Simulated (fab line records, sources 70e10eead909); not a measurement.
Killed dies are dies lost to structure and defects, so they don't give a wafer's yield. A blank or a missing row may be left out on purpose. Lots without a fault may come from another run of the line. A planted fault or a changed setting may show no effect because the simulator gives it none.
Chamber matching | flow nand_harc | NHARC_P_CONTACT_ALD_22 on ald_metal-01: 4 sister chambers
The step deposits TiN, target thk 3 nm, pulse time 1 s, ald cycles 150. 8 wafers are shown with their chamber, then 11 later ones without.

WAFERS WITH THEIR CHAMBER
wafer  | chamber | heater_power_w (W) | precursor_pulse_height_rel
L087.3 | 3       | 1135               | 0.952
L088.1 | 0       | 968                | 1.014
L088.3 | 2       | 1224               | 1.018
L088.6 | 2       | 1208               | 1.019
L094.2 | 3       | 1135               | 0.986
L094.4 | 0       | 970                | 1.036
L094.6 | 1       | 1116               | 1.011
L094.1 | 1       | 1142               | 0.999

WAFERS WITHOUT THEIR CHAMBER
wafer  | heater_power_w (W) | precursor_pulse_height_rel
L094.3 | 1239               | 1.012
L094.5 | 966                | 0.961
L092.1 | 1131               | 0.995
L092.2 | 966                | 0.998
L092.6 | 1174               | 0.976
L096.1 | 1190               | 0.981
L096.3 | 1168               | 0.977
L096.4 | 953                | 1.010
L096.2 | 1125               | 1.010
L096.5 | 961                | 1.012
L096.6 | 1117               | 1.019

WHICH CHAMBER EACH WENT THROUGH
wafer  | from the rows above          | in truth
L094.3 | 2                            | 2
L094.5 | 0                            | 0
L092.1 | can't be placed: 1 or 3      | 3
L092.2 | 0                            | 0
L092.6 | can't be placed: 3 or 1 or 2 | 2
L096.1 | can't be placed: 2 or 3      | 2
L096.3 | can't be placed: 3 or 1      | 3
L096.4 | 0                            | 0
L096.2 | 1                            | 1
L096.5 | 0                            | 0
L096.6 | 1                            | 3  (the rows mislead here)
Placed correctly: 6 of 11. Can't be placed from these rows: 4 (the true chamber is among the candidates in 4). Placed wrongly: 1.
How it was worked out, from the rows above alone: a wafer's distance from a chamber is the root of the sum, over the readings, of the square of ((its reading less the chamber's mean) divided by the reading's scatter). The wafer belongs to the nearest chamber; if the next one is less than 2 further off, it can't be placed. A chamber's mean is the mean of its shown wafers. The scatter: the root of (the sum of the squares of (reading less its chamber's mean) over the shown wafers, divided by (wafers less chambers)).
